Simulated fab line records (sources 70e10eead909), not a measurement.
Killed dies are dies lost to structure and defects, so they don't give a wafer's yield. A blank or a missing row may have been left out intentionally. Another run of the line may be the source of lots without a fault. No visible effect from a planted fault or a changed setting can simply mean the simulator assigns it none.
Which tool is to blame? | flow nand harc | 24 lots, 72 wafers sampled, at 2 steps of a route of 1159

WHAT THE GAUGES SHOWED, per wafer
NHARC_P_M2_THK_MEAS_24: measures by xrf.
lot  | measured     | on            | thk nm (nm)
L074 | day 5 21:02  | film metro-02 | 143.5 142.6 144.6
L075 | day 6 16:26  | film metro-02 | 143.9 143.8 143.0
L078 | day 7 06:25  | film metro-02 | 146.7 144.7 147.1
L076 | day 7 06:51  | film metro-01 | 144.5 143.7 144.5
L077 | day 7 07:02  | film metro-01 | 146.1 143.3 144.6
L080 | day 7 15:33  | film metro-01 | 147.9 144.5 144.6
L079 | day 7 16:41  | film metro-01 | 145.5 144.9 144.0
L082 | day 8 01:49  | film metro-02 | 142.6 141.7 144.7
L081 | day 8 05:14  | film metro-02 | 142.4 143.7 142.9
L085 | day 8 19:41  | film metro-02 | 138.8 142.1 140.6
L083 | day 8 20:21  | film metro-02 | 145.4 143.8 144.1
L084 | day 8 22:40  | film metro-02 | 143.9 145.6 144.0
L087 | day 9 07:38  | film metro-01 | 147.2 145.6 143.2
L086 | day 9 08:44  | film metro-01 | 142.4 148.0 144.2
L089 | day 9 19:06  | film metro-01 | 144.5 144.5 144.3
L088 | day 9 19:52  | film metro-02 | 143.5 144.1 145.3
L090 | day 10 14:50 | film metro-02 | 144.2 144.2 144.8
L091 | day 10 15:10 | film metro-01 | 144.9 145.1 144.3
L092 | day 10 21:05 | film metro-01 | 143.2 143.8 145.8
L093 | day 11 01:43 | film metro-02 | 144.4 143.5 143.2
L094 | day 11 07:26 | film metro-02 | 144.9 145.3 146.8
L096 | day 11 20:03 | film metro-01 | 144.7 146.7 146.9
L095 | day 11 21:38 | film metro-01 | 143.7 143.3 145.2
L097 | day 11 21:43 | film metro-02 | 145.2 145.3 143.9

TOOL THAT RAN EACH LOT (tool first, then ch and the chambers of the sampled wafers, then the start)
lot  | NHARC_P_M1_ANNEAL_31
L074 | rtp anneal-01 ch 0, day 5 16:08
L075 | rtp anneal-01 ch 0, day 6 11:37
L078 | rtp anneal-01 ch 0, day 7 01:22
L076 | rtp anneal-02 ch 0, day 7 01:54
L077 | rtp anneal-01 ch 0, day 7 02:05
L080 | rtp anneal-01 ch 0, day 7 10:43
L079 | rtp anneal-01 ch 0, day 7 11:40
L082 | rtp anneal-02 ch 0, day 7 20:59
L081 | rtp anneal-01 ch 0, day 8 00:07
L085 | rtp anneal-02 ch 0, day 8 14:53
L083 | rtp anneal-02 ch 0, day 8 15:43
L084 | rtp anneal-01 ch 0, day 8 17:28
L087 | rtp anneal-01 ch 0, day 9 02:55
L086 | rtp anneal-02 ch 0, day 9 04:05
L089 | rtp anneal-02 ch 0, day 9 14:25
L088 | rtp anneal-02 ch 0, day 9 14:59
L090 | rtp anneal-01 ch 0, day 10 10:01
L091 | rtp anneal-02 ch 0, day 10 10:14
L092 | rtp anneal-01 ch 0, day 10 16:22
L093 | rtp anneal-01 ch 0, day 10 20:48
L094 | rtp anneal-02 ch 0, day 11 02:31
L096 | rtp anneal-02 ch 0, day 11 15:18
L095 | rtp anneal-02 ch 0, day 11 16:48
L097 | rtp anneal-01 ch 0, day 11 16:52
- NHARC_P_M1_ANNEAL_31: time 90 s.

WHAT THE TOOLS THEMSELVES READ (means of the sampled wafers that have a number; where no wafer has one, the mark that the record gives instead)
NHARC_P_M1_ANNEAL_31.
lot  | tool          | wafer_temp_C_max
L074 | rtp anneal-01 | 226.45
L075 | rtp anneal-01 | 226.10
L078 | rtp anneal-01 | 225.89
L076 | rtp anneal-02 | 225.72
L077 | rtp anneal-01 | 225.83
L080 | rtp anneal-01 | 226.32
L079 | rtp anneal-01 | 226.26
L082 | rtp anneal-02 | 225.84
L081 | rtp anneal-01 | 225.97
L085 | rtp anneal-02 | 225.82
L083 | rtp anneal-02 | 226.03
L084 | rtp anneal-01 | 226.41
L087 | rtp anneal-01 | 226.02
L086 | rtp anneal-02 | 225.74
L089 | rtp anneal-02 | 225.91
L088 | rtp anneal-02 | 225.87
L090 | rtp anneal-01 | 226.13
L091 | rtp anneal-02 | 225.82
L092 | rtp anneal-01 | 226.05
L093 | rtp anneal-01 | 225.99
L094 | rtp anneal-02 | 225.71
L096 | rtp anneal-02 | 226.01
L095 | rtp anneal-02 | 225.84
L097 | rtp anneal-01 | 225.99

THE ANSWER, worked out from the rows above alone
Rule: usual is defined by the lots themselves. The widest of any qualifying gaps counts: lots, ordered by their means at a reading, are off when they make up no more than a third of the lots, leave a main group of 4 or more, and stand apart from it by 3 or more times the standard deviation of that group's means. The tables above print the reading to a certain number of digits; a main group whose means all agree to those digits is not used. A lot without any number at a reading at which 4 lots or more have one is off too. The other lots that the step has rows for count as sound. After the gauges, taken in route order, come the tools' own readings; for these a lot's mean is taken, as printed above. The first step at which some lot is off is used, and at that step the reading that is off furthest; a lot without a number counts as furthest.
No lot is off at any reading shown: from this, nothing can be told.

WHAT THE SIMULATOR HAD INSERTED
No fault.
